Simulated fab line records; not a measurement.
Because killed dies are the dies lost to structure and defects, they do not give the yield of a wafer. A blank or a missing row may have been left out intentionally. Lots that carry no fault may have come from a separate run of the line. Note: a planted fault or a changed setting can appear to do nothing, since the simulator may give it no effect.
fab line records -- flow n5-finfet -- part 1 of 2: steps 1 to 22 of 28
record lots=5, wafers=15, last-day=16
route steps=1938 shown BEOL_M6@1209
lots that met no fault: from a run of the same line without faults
start-h: hours from the record's first day to the start of the lot's first wafer shown -- wait-h: time in hours since the lot's previous step -- " repeats the value in the row above -- L1.1+2: a single row standing in for several wafers -- - no value, or no start given -- * or withheld: withheld -- < > ~ a bound
route shown NAME@n: a module of which the file shows steps, and the number in the route of the first -- usual: mean and standard deviation over wafers with no fault -- same: alike in all rows -- chamber/n: place in a boat -- sites: the reading at each site -- _std_site: standard deviation of those values -- _edge_site: the outer-site mean with the inner-site mean subtracted -- radius-mm: how far each site lies from the wafer's centre -- mask NAME#n: copy n -- behind: the most recent tool/chamber to have shaped the wafer -- hold: what put the lot on hold/how long, in hours/how the hold closed -- device: the transistor (n, p or np) that didn't switch -- end of line: the same wafers' tests at the end of the route -- a step with no rows: only its recipe -- killed: count of dies lost to structure and defects at first sort (not the wafer's yield) -- map: a wafer's dies, x killed, . not, _ none there
set.NAME: the setting as run; set.NAME@STEP: as run at that earlier step -- model.NAME: the simulator's own value behind a step, which no gauge read
a table for each step, a row for each wafer; lots at some steps of the route
services: from which hour (start-h, from the record's first day; less than 0 if before it) a tool's chamber was out of use, for how many hours, and why
## steps
# step N5_BEOL_M6_INSPECT_13
# recipe mode=adi, inspect-instrument=brightfield
# usual raw-defect-count=421/94
lot.wafer,tool,chamber,start-h,wait-h,raw-defect-count
L077.2,defect-inspect-02,-,210.86,0.0,356
L077.4,defect-inspect-02,-,210.86,0.0,331
L077.5,defect-inspect-02,-,210.86,0.0,422
L081.3,defect-inspect-02,-,234.00,0.0,392
L081.4,defect-inspect-02,-,234.00,0.0,364
L081.6,defect-inspect-02,-,234.00,0.0,331
L083.1,defect-inspect-01,-,248.50,0.0,403
L083.2,defect-inspect-01,-,248.50,0.0,310
L083.3,defect-inspect-01,-,248.50,0.0,437
L090.1,defect-inspect-01,-,281.83,0.0,498
L090.2,defect-inspect-01,-,281.83,0.0,450
L090.6,defect-inspect-01,-,281.83,0.0,520
L091.1,defect-inspect-02,-,293.23,0.0,340
L091.3,defect-inspect-02,-,293.23,0.0,371
L091.5,defect-inspect-02,-,293.23,0.0,363
# step N5_BEOL_M6_DESCUM_16
# recipe chemistry=O2, time-s=7.9, source-power-w=50, bias-power-w=20, pressure-mtorr=20, rf-frequency-hz=2.712e+07, temp-c=40, resist=CAR-ArF, o2-flow-sccm=225
# usual drypump-motor-current-A=5.7/0.48, oes-product-au=0.79/0.089, rf-vpp-V=243.6/1.6, showerhead-plenum-p-Torr=2.12/0.076, throttle-valve-pct=20.41/0.25
lot.wafer,tool,chamber,start-h,wait-h,drypump-motor-current-A,oes-product-au,rf-hours-counter-h,rf-vpp-V,showerhead-plenum-p-Torr,throttle-valve-pct
L077.2,rie-diel-05,1,210.89,0.0,5.2,0.81,89,242.4,2.11,20.72
L077.4,rie-diel-05,3,210.89,0.0,4.8,0.68,209,245.0,2.15,20.41
L077.5,rie-diel-05,1,210.89,0.0,5.2,0.81,-,244.1,2.11,20.71
L081.3,rie-diel-02,0,234.34,0.3,6.3,0.73,195,242.5,2.08,20.25
L081.4,rie-diel-02,2,234.34,0.3,5.9,0.71,-,244.0,2.17,20.46
L081.6,rie-diel-02,1,234.34,0.3,6.6,0.81,-,245.4,2.21,20.24
L083.1,rie-diel-05,0,248.68,0.2,5.9,0.87,50,242.4,2.03,20.05
L083.2,rie-diel-05,2,248.68,0.2,5.6,0.87,36,244.7,2.23,20.29
L083.3,rie-diel-05,1,248.68,0.2,5.2,0.79,103,241.9,2.11,20.74
L090.1,rie-diel-06,0,282.03,0.2,5.8,0.95,5,242.9,2.06,20.55
L090.2,rie-diel-06,3,282.03,0.2,5.7,0.83,79,244.1,2.20,20.27
L090.6,rie-diel-06,0,282.03,0.2,5.8,0.95,-,242.3,2.06,20.53
L091.1,rie-diel-02,3,293.26,0.0,5.7,0.92,19,241.2,2.05,20.14
L091.3,rie-diel-02,1,293.26,0.0,6.6,0.78,119,246.6,2.20,20.23
L091.5,rie-diel-02,3,293.26,0.0,5.7,0.92,-,242.9,2.05,20.15
# step N5_BEOL_M6_ETCH_61
# recipe chemistry=CF4, target=SiARC, target-depth-a=455, mask-material=CAR-ArF, time-s=75.8, ion-energy-ev=80, pressure-mtorr=40, source-w=545, bias-w=36, Ar_flow_sccm=100, cf4-flow-sccm=100, ends=cleared
# usual drypump-motor-current-A=5.7/0.48, etch-rf-on-time-s=75.9/1.3, oes-product-au=0.67/0.075, rf-vpp-V=184.4/1.2, showerhead-plenum-p-Torr=2.17/0.077, throttle-valve-pct=15.59/0.24
lot.wafer,tool,chamber,start-h,wait-h,drypump-motor-current-A,etch-rf-on-time-s,oes-product-au,rf-hours-counter-h,rf-vpp-V,showerhead-plenum-p-Torr,throttle-valve-pct
L077.2,rie-diel-05,1,210.93,0.0,5.2,75.5,0.70,89,184.5,2.17,15.86
L077.4,rie-diel-05,3,210.93,0.0,4.9,76.6,0.59,209,184.8,2.21,15.76
L077.5,rie-diel-05,1,210.93,0.0,5.2,75.6,0.70,-,183.3,2.17,15.84
L081.3,rie-diel-02,0,234.37,0.0,6.3,75.2,0.62,195,184.1,2.12,15.49
L081.4,rie-diel-02,2,234.37,0.0,5.9,77.7,0.61,-,186.6,2.20,15.60
L081.6,rie-diel-02,1,234.37,0.0,6.6,75.9,0.68,-,184.2,2.24,15.40
L083.1,rie-diel-05,0,248.72,0.0,5.9,75.2,0.74,50,184.0,2.09,15.24
L083.2,rie-diel-05,2,248.72,0.0,5.5,77.4,0.73,36,185.9,2.27,15.43
L083.3,rie-diel-05,1,248.72,0.0,5.2,77.1,0.67,103,183.7,2.16,15.89
L090.1,rie-diel-06,0,282.06,0.0,5.8,76.7,0.80,5,182.6,2.10,15.54
L090.2,rie-diel-06,3,282.06,0.0,5.7,75.8,0.70,79,186.5,2.25,15.49
L090.6,rie-diel-06,0,282.06,0.0,5.8,76.8,0.80,-,183.6,2.10,15.54
L091.1,rie-diel-02,3,293.30,0.0,5.8,76.3,0.78,19,185.0,2.10,15.27
L091.3,rie-diel-02,1,293.30,0.0,6.5,75.0,0.67,119,183.5,2.24,15.43
L091.5,rie-diel-02,3,293.30,0.0,5.8,76.6,0.78,-,183.4,2.10,15.27
# step N5_BEOL_M6_ETCH_62
# recipe chemistry=N2/H2, target=SOC, target-depth-a=1100, overetch-a=220, mask-material=SiARC, temp-c=40, time-s=165, ion-energy-ev=200, pressure-mtorr=30, source-w=840, bias-w=150, n2-flow-sccm=200, h2-flow-sccm=200
# usual drypump-motor-current-A=5.7/0.48, n2-flow-sccm=200.1/0.56, oes-product-au=0.67/0.069, rf-vpp-V=524.9/2.6, showerhead-plenum-p-Torr=2.58/0.097, throttle-valve-pct=17.84/0.26
lot.wafer,tool,chamber,start-h,wait-h,drypump-motor-current-A,n2-flow-sccm,oes-product-au,rf-hours-counter-h,rf-vpp-V,showerhead-plenum-p-Torr,throttle-valve-pct
L077.2,rie-diel-05,1,210.98,0.0,5.2,200.4,0.69,89,524.6,2.58,18.13
L077.4,rie-diel-05,3,210.98,0.0,4.8,199.8,0.59,209,527.1,2.64,17.96
L077.5,rie-diel-05,1,210.98,0.0,5.2,200.6,0.69,-,524.9,2.58,18.13
L081.3,rie-diel-02,0,234.43,0.0,6.4,200.6,0.62,195,523.4,2.52,17.62
L081.4,rie-diel-02,2,234.43,0.0,6.0,200.6,0.61,-,525.6,2.62,17.84
L081.6,rie-diel-02,1,234.43,0.0,6.6,199.8,0.68,-,528.5,2.68,17.59
L083.1,rie-diel-05,0,248.78,0.0,5.9,199.3,0.73,50,521.0,2.47,17.51
L083.2,rie-diel-05,2,248.78,0.0,5.5,200.5,0.73,36,528.4,2.70,17.61
L083.3,rie-diel-05,1,248.78,0.0,5.2,199.7,0.67,103,523.7,2.57,18.16
L090.1,rie-diel-06,0,282.12,0.0,5.8,200.1,0.80,5,524.4,2.50,17.88
L090.2,rie-diel-06,3,282.12,0.0,5.8,199.6,0.69,79,527.0,2.68,17.75
L090.6,rie-diel-06,0,282.12,0.0,5.8,199.7,0.79,-,522.8,2.50,17.88
L091.1,rie-diel-02,3,293.35,0.0,5.8,199.6,0.77,19,524.0,2.49,17.56
L091.3,rie-diel-02,1,293.35,0.0,6.6,200.4,0.66,120,526.8,2.67,17.65
L091.5,rie-diel-02,3,293.35,0.0,5.8,199.4,0.78,-,524.1,2.49,17.53
# step N5_BEOL_M6_STRIP_68
# recipe chemistry=N2/H2, temp-c=40, n2-flow-sccm=200, h2-flow-sccm=200, rf-frequency-hz=6e+07
lot.wafer,tool,chamber,start-h,wait-h
L077.2+4+5,rie-diel-05,"1,3,1",211.12,0.1
L081.3+4+6,rie-diel-02,"0,2,1",234.57,0.1
L083.1+2+3,rie-diel-05,"0,2,1",248.91,0.1
L090.1+2+6,rie-diel-06,"0,3,0",282.25,0.1
L091.1+3+5,rie-diel-02,"3,1,3",293.49,0.1
# step N5_BEOL_M6_STRIP_67
# recipe chemistry=CF4, resist=SiARC, power-w=300, bias-power-w=75, pressure-mtorr=50, cf4-flow-sccm=150, rf-frequency-hz=6e+07
# usual drypump-motor-current-A=5.7/0.48, oes-product-au=0.79/0.082, rf-vpp-V=271.7/1.6, showerhead-plenum-p-Torr=1.82/0.065, throttle-valve-pct=13.58/0.25
lot.wafer,tool,chamber,start-h,wait-h,drypump-motor-current-A,oes-product-au,rf-hours-counter-h,rf-vpp-V,showerhead-plenum-p-Torr,throttle-valve-pct
L077.2,rie-diel-05,1,211.13,0.0,5.2,0.81,89,270.2,1.82,13.81
L077.4,rie-diel-05,3,211.13,0.0,4.8,0.71,209,273.5,1.85,13.77
L077.5,rie-diel-05,1,211.13,0.0,5.2,0.81,-,272.2,1.82,13.81
L081.3,rie-diel-02,0,234.58,0.0,6.3,0.72,195,270.4,1.78,13.49
L081.4,rie-diel-02,2,234.58,0.0,5.9,0.72,-,273.1,1.85,13.63
L081.6,rie-diel-02,1,234.58,0.0,6.5,0.79,-,271.4,1.89,13.40
L083.1,rie-diel-05,0,248.92,0.0,5.9,0.87,50,271.7,1.75,13.21
L083.2,rie-diel-05,2,248.92,0.0,5.5,0.86,36,274.3,1.90,13.40
L083.3,rie-diel-05,1,248.92,0.0,5.2,0.80,103,273.0,1.82,13.85
L090.1,rie-diel-06,0,282.26,0.0,5.8,0.94,5,268.6,1.76,13.46
L090.2,rie-diel-06,3,282.26,0.0,5.8,0.82,79,273.6,1.88,13.44
L090.6,rie-diel-06,0,282.26,0.0,5.8,0.93,-,271.1,1.76,13.45
L091.1,rie-diel-02,3,293.50,0.0,5.8,0.92,19,271.6,1.76,13.23
L091.3,rie-diel-02,1,293.50,0.0,6.6,0.78,120,272.2,1.88,13.45
L091.5,rie-diel-02,3,293.50,0.0,5.8,0.92,-,270.5,1.76,13.22
# step N5_BEOL_M6_HM_OPEN_17
# recipe chemistry=Cl2/BCl3, target-depth-a=200, overetch-a=60, target=TiN, mask-material=SOC, ion-energy-ev=150, pressure-mtorr=10, icp-w=1000, bias-w=126, Cl2_flow_sccm=53.25, bcl3-flow-sccm=21.75, Ar_flow_sccm=25
# usual drypump-motor-current-A=5.7/0.32, oes-product-au=0.68/0.079, throttle-valve-pct=22.13/0.13
lot.wafer,tool,chamber,start-h,wait-h,drypump-motor-current-A,oes-product-au,rf-hours-counter-h,throttle-valve-pct
L077.2,rie-metal-02,1,211.17,0.0,5.5,0.62,54,22.12
L077.4,rie-metal-02,1,211.17,0.0,5.5,0.62,-,22.14
L077.5,rie-metal-02,0,211.17,0.0,5.4,0.75,-,22.26
L081.3,rie-metal-01,1,234.65,0.1,6.3,0.63,-,22.07
L081.4,rie-metal-01,0,234.65,0.1,5.7,0.79,-,22.00
L081.6,rie-metal-01,1,234.65,0.1,6.3,0.63,-,22.06
L083.1,rie-metal-02,0,248.96,0.0,5.4,0.74,21,22.25
L083.2,rie-metal-02,1,248.96,0.0,5.5,0.62,57,22.11
L083.3,rie-metal-02,1,248.96,0.0,5.5,0.62,-,22.11
L090.1,rie-metal-02,0,282.30,0.0,5.4,0.73,24,22.29
L090.2,rie-metal-02,1,282.30,0.0,5.5,0.61,60,22.14
L090.6,rie-metal-02,1,282.30,0.0,5.5,0.62,-,22.10
L091.1,rie-metal-03,1,293.54,0.0,5.8,0.78,4,22.26
L091.3,rie-metal-03,1,293.54,0.0,5.8,0.79,-,22.26
L091.5,rie-metal-03,0,293.54,0.0,6.0,0.58,-,21.95
# step N5_BEOL_M6_STRIP_19
# recipe chemistry=O2, power-w=400, temp-c=40, pressure-mtorr=30, rf-frequency-hz=6e+07, bias-power-w=0, overash-fraction=0.2, o2-flow-sccm=225
# usual drypump-motor-current-A=5.8/0.46, oes-product-au=0.80/0.097, rf-vpp-V=3.7/0.61, showerhead-plenum-p-Torr=2.13/0.079, throttle-valve-pct=16.68/0.25
lot.wafer,tool,chamber,start-h,wait-h,drypump-motor-current-A,oes-product-au,rf-hours-counter-h,rf-vpp-V,showerhead-plenum-p-Torr,throttle-valve-pct
L077.2,rie-diel-06,2,211.28,0.1,5.1,0.70,198,2.9,2.01,17.11
L077.4,rie-diel-06,1,211.28,0.1,5.9,0.95,-,3.2,2.22,16.73
L077.5,rie-diel-06,2,211.28,0.1,5.1,0.70,-,4.1,2.01,17.09
L081.3,rie-diel-06,0,234.76,0.1,5.8,0.67,247,3.7,2.07,17.17
L081.4,rie-diel-06,1,234.76,0.1,5.9,0.94,21,4.5,2.22,16.75
L081.6,rie-diel-06,3,234.76,0.1,5.7,0.85,-,3.5,2.21,16.48
L083.1,rie-diel-02,0,249.07,0.1,6.4,0.72,201,3.0,2.08,16.54
L083.2,rie-diel-02,2,249.07,0.1,5.9,0.70,219,3.4,2.17,16.74
L083.3,rie-diel-02,3,249.07,0.1,5.8,0.96,4,4.6,2.06,16.34
L090.1,rie-diel-06,1,282.41,0.1,5.9,0.89,41,3.8,2.21,16.79
L090.2,rie-diel-06,3,282.41,0.1,5.8,0.83,79,4.1,2.20,16.51
L090.6,rie-diel-06,3,282.41,0.1,5.8,0.82,-,3.4,2.20,16.51
L091.1,rie-diel-02,1,293.65,0.1,6.6,0.78,120,2.6,2.20,16.48
L091.3,rie-diel-02,3,293.65,0.1,5.8,0.91,19,3.6,2.05,16.38
L091.5,rie-diel-02,3,293.65,0.1,5.7,0.91,-,3.5,2.05,16.36
# step N5_BEOL_M6_CD_MEAS_18
# recipe pitch-nm=80, target-cd-nm=40
# usual cd-nm=40.0/0.46
lot.wafer,tool,chamber,start-h,wait-h,cd-nm
L077.2,cd-sem-01,-,211.35,0.1,39.9
L077.4,cd-sem-01,-,211.35,0.1,40.6
L077.5,cd-sem-01,-,211.35,0.1,40.1
L081.3,cd-sem-01,-,234.83,0.1,39.4
L081.4,cd-sem-01,-,234.83,0.1,40.1
L081.6,cd-sem-01,-,234.83,0.1,40.0
L083.1,cd-sem-03,-,249.14,0.0,40.3
L083.2,cd-sem-03,-,249.14,0.0,40.1
L083.3,cd-sem-03,-,249.14,0.0,39.9
L090.1,cd-sem-02,-,282.48,0.0,40.3
L090.2,cd-sem-02,-,282.48,0.0,40.1
L090.6,cd-sem-02,-,282.48,0.0,40.5
L091.1,cd-sem-02,-,293.72,0.0,39.9
L091.3,cd-sem-02,-,293.72,0.0,40.2
L091.5,cd-sem-02,-,293.72,0.0,39.4
# step N5_BEOL_M6_COAT_63
# recipe resist=SOC, temp-c=250, time-s=60, spin-rpm=1500, resist-thk-nm=60
lot.wafer,tool,chamber,start-h,wait-h
L077.2+4+5,litho-track-01,0,211.72,0.4
L081.3+4+6,litho-track-04,0,236.36,1.5
L083.1+2+3,litho-track-04,0,251.05,1.9
L090.1+2+6,litho-track-04,0,285.06,2.6
L091.1+3+5,litho-track-01,0,295.44,1.7
# step N5_BEOL_M6_COAT_64
# recipe resist=SiARC, temp-c=220, time-s=60, spin-rpm=1500, resist-thk-nm=12
lot.wafer,tool,chamber,start-h,wait-h
L077.2+4+5,litho-track-01,0,-,-
L081.3+4+6,litho-track-04,0,-,-
L083.1+2+3,litho-track-04,0,-,-
L090.1+2+6,litho-track-04,0,-,-
L091.1+3+5,litho-track-01,0,-,-
# step N5_BEOL_M6_COAT_71
# recipe resist=underlayer, temp-c=205, time-s=60, spin-rpm=1500, resist-thk-nm=5
lot.wafer,tool,chamber,start-h,wait-h
L077.2+4+5,litho-track-01,0,-,-
L081.3+4+6,litho-track-04,0,-,-
L083.1+2+3,litho-track-04,0,-,-
L090.1+2+6,litho-track-04,0,-,-
L091.1+3+5,litho-track-01,0,-,-
# step N5_BEOL_M6_COAT_22
# recipe resist=CAR-EUV, spin-rpm=1500, resist-thk-nm=30
lot.wafer,tool,chamber,start-h,wait-h
L077.2+4+5,litho-track-01,0,-,-
L081.3+4+6,litho-track-04,0,-,-
L083.1+2+3,litho-track-04,0,-,-
L090.1+2+6,litho-track-04,0,-,-
L091.1+3+5,litho-track-01,0,-,-
# step N5_BEOL_M6_EBR_24
# recipe solvent=PGMEA, ebr-width-mm=1.5
lot.wafer,tool,chamber,start-h,wait-h
L077.2+4+5,litho-track-01,0,-,-
L081.3+4+6,litho-track-04,0,-,-
L083.1+2+3,litho-track-04,0,-,-
L090.1+2+6,litho-track-04,0,-,-
L091.1+3+5,litho-track-01,0,-,-
# step N5_BEOL_M6_SOFTBAKE_23
# recipe temp-c=110, time-s=60, resist=CAR-EUV
lot.wafer,tool,chamber,start-h,wait-h
L077.2+4+5,litho-track-01,0,-,-
L081.3+4+6,litho-track-04,0,-,-
L083.1+2+3,litho-track-04,0,-,-
L090.1+2+6,litho-track-04,0,-,-
L091.1+3+5,litho-track-01,0,-,-
# step N5_BEOL_M6_EXPOSE_25
# recipe mask-id=V5, na=0.33, source-shape=annular, sigma-inner=0.4, sigma-outer=0.8, polarization=unpolarized, target-cd-nm=40, dose-mj=45
# usual stage-msd-nm=0.88/0.032
lot.wafer,tool,chamber,start-h,wait-h,mask,stage-msd-nm
L077.2,euv-scanner-02,0,218.23,-,V5#0,0.87
L077.4,euv-scanner-02,0,218.23,-,V5#0,0.87
L077.5,euv-scanner-02,0,218.23,-,V5#0,0.87
L081.3,euv-scanner-01,0,236.64,-,V5#0,0.94
L081.4,euv-scanner-01,0,236.64,-,V5#0,0.93
L081.6,euv-scanner-01,0,236.64,-,V5#0,0.94
L083.1,euv-scanner-02,0,251.19,-,V5#0,0.86
L083.2,euv-scanner-02,0,251.19,-,V5#0,0.86
L083.3,euv-scanner-02,0,251.19,-,V5#0,0.86
L090.1,euv-scanner-02,0,285.19,-,V5#0,0.86
L090.2,euv-scanner-02,0,285.19,-,V5#0,0.86
L090.6,euv-scanner-02,0,285.19,-,V5#0,0.86
L091.1,euv-scanner-01,0,295.58,-,V5#0,0.91
L091.3,euv-scanner-01,0,295.58,-,V5#0,0.91
L091.5,euv-scanner-01,0,295.58,-,V5#0,0.91
# step N5_BEOL_M6_PEB_26
# recipe peb-temp-c=100, peb-time-s=60, resist=CAR-EUV
lot.wafer,tool,chamber,start-h,wait-h
L077.2+4+5,litho-track-04,0,218.29,0.1
L081.3+4+6,litho-track-04,0,236.69,0.0
L083.1+2+3,litho-track-04,0,251.26,0.1
L090.1+2+6,litho-track-02,0,285.26,0.1
L091.1+3+5,litho-track-04,0,295.65,0.1
# step N5_BEOL_M6_DEVELOP_27
# recipe develop-time-s=30, developer=TMAH, resist=CAR-EUV, rinse-liquid=surfactant-rinse, dry=air-spin, dev-temp-c=23
# same develop-time-s=30
lot.wafer,tool,chamber,start-h,wait-h
L077.2+4+5,litho-track-04,0,-,-
L081.3+4+6,litho-track-04,0,-,-
L083.1+2+3,litho-track-04,0,-,-
L090.1+2+6,litho-track-02,0,-,-
L091.1+3+5,litho-track-04,0,-,-
# step N5_BEOL_M6_CD_MEAS_28
# recipe target-cd-nm=40, landing-energy-ev=500, detector=se-inlens
# usual cd-nm=39.96/0.26
lot.wafer,tool,chamber,start-h,wait-h,cd-nm
L077.2,cd-sem-02,0,218.36,-,39.99
L077.4,cd-sem-02,0,218.36,-,39.94
L077.5,cd-sem-02,0,218.36,-,39.82
L081.3,cd-sem-02,0,236.76,-,39.74
L081.4,cd-sem-02,0,236.76,-,39.96
L081.6,cd-sem-02,0,236.76,-,39.48
L083.1,cd-sem-01,0,251.32,-,40.03
L083.2,cd-sem-01,0,251.32,-,40.02
L083.3,cd-sem-01,0,251.32,-,39.68
L090.1,cd-sem-03,0,285.33,-,39.97
L090.2,cd-sem-03,0,285.33,-,39.45
L090.6,cd-sem-03,0,285.33,-,39.68
L091.1,cd-sem-03,0,295.71,-,39.97
L091.3,cd-sem-03,0,295.71,-,39.99
L091.5,cd-sem-03,0,295.71,-,39.83
# step N5_BEOL_M6_OVL_MEAS_29
# recipe points-per-wafer=522
# usual V5_OVL=0.4/0.8
lot.wafer,tool,chamber,start-h,wait-h,V5_OVL[nm]
L077.2,overlay-02,0,218.39,0.0,0.9
L077.4,overlay-02,0,218.39,0.0,0.0
L077.5,overlay-02,0,218.39,0.0,1.0
L081.3,overlay-02,0,236.80,0.0,1.6
L081.4,overlay-02,0,236.80,0.0,0.0
L081.6,overlay-02,0,236.80,0.0,1.0
L083.1,overlay-02,0,251.35,0.0,0.3
L083.2,overlay-02,0,251.35,0.0,0.1
L083.3,overlay-02,0,251.35,0.0,-0.2
L090.1,overlay-01,0,285.36,0.0,-0.7
L090.2,overlay-01,0,285.36,0.0,0.6
L090.6,overlay-01,0,285.36,0.0,0.7
L091.1,overlay-02,0,295.74,0.0,0.4
L091.3,overlay-02,0,295.74,0.0,0.6
L091.5,overlay-02,0,295.74,0.0,0.3
# step N5_BEOL_M6_INSPECT_30
# recipe mode=adi, inspect-instrument=brightfield
# usual raw-defect-count=421/92
lot.wafer,tool,chamber,start-h,wait-h,raw-defect-count
L077.2,defect-inspect-02,-,218.45,0.1,349
L077.4,defect-inspect-02,-,218.45,0.1,346
L077.5,defect-inspect-02,-,218.45,0.1,433
L081.3,defect-inspect-02,-,236.84,0.0,377
L081.4,defect-inspect-02,-,236.84,0.0,382
L081.6,defect-inspect-02,-,236.84,0.0,374
L083.1,defect-inspect-02,-,251.41,0.1,373
L083.2,defect-inspect-02,-,251.41,0.1,281
L083.3,defect-inspect-02,-,251.41,0.1,411
L090.1,defect-inspect-01,-,285.42,0.1,496
L090.2,defect-inspect-01,-,285.42,0.1,474
L090.6,defect-inspect-01,-,285.42,0.1,491
L091.1,defect-inspect-01,-,295.80,0.1,317
L091.3,defect-inspect-01,-,295.80,0.1,370
L091.5,defect-inspect-01,-,295.80,0.1,371
# step N5_BEOL_M6_DESCUM_33
# recipe chemistry=O2, time-s=7, source-power-w=50, bias-power-w=20, pressure-mtorr=20, rf-frequency-hz=2.712e+07, temp-c=40, resist=CAR-EUV, o2-flow-sccm=225
# usual drypump-motor-current-A=5.7/0.47, oes-product-au=0.80/0.092, rf-vpp-V=243.7/1.4, showerhead-plenum-p-Torr=2.13/0.077, throttle-valve-pct=20.43/0.24
lot.wafer,tool,chamber,start-h,wait-h,drypump-motor-current-A,oes-product-au,rf-hours-counter-h,rf-vpp-V,showerhead-plenum-p-Torr,throttle-valve-pct
L077.2,rie-diel-05,3,218.63,0.2,4.8,0.68,212,243.2,2.15,20.42
L077.4,rie-diel-05,2,218.63,0.2,5.5,0.89,25,244.3,2.23,20.28
L077.5,rie-diel-05,2,218.63,0.2,5.5,0.88,-,245.9,2.23,20.28
L081.3,rie-diel-02,0,237.22,0.4,6.4,0.72,197,242.6,2.08,20.27
L081.4,rie-diel-02,2,237.22,0.4,5.9,0.71,215,244.9,2.17,20.45
L081.6,rie-diel-02,3,237.22,0.4,5.7,1.02,-,243.2,2.06,20.12
L083.1,rie-diel-06,2,251.45,0.0,5.1,0.71,213,243.5,2.00,20.88
L083.2,rie-diel-06,3,251.45,0.0,5.8,0.86,63,245.0,2.20,20.26
L083.3,rie-diel-06,1,251.45,0.0,5.9,0.93,26,245.8,2.21,20.58
L090.1,rie-diel-05,2,285.47,0.1,5.6,0.85,49,246.5,2.22,20.31
L090.2,rie-diel-05,3,285.47,0.1,4.8,0.67,235,243.5,2.14,20.45
L090.6,rie-diel-05,1,285.47,0.1,5.2,0.79,-,242.7,2.11,20.76
L091.1,rie-diel-05,1,295.85,0.1,5.2,0.77,116,243.6,2.10,20.75
L091.3,rie-diel-05,0,295.85,0.1,5.9,0.85,66,241.7,2.03,20.07
L091.5,rie-diel-05,2,295.85,0.1,5.5,0.84,-,245.3,2.22,20.31
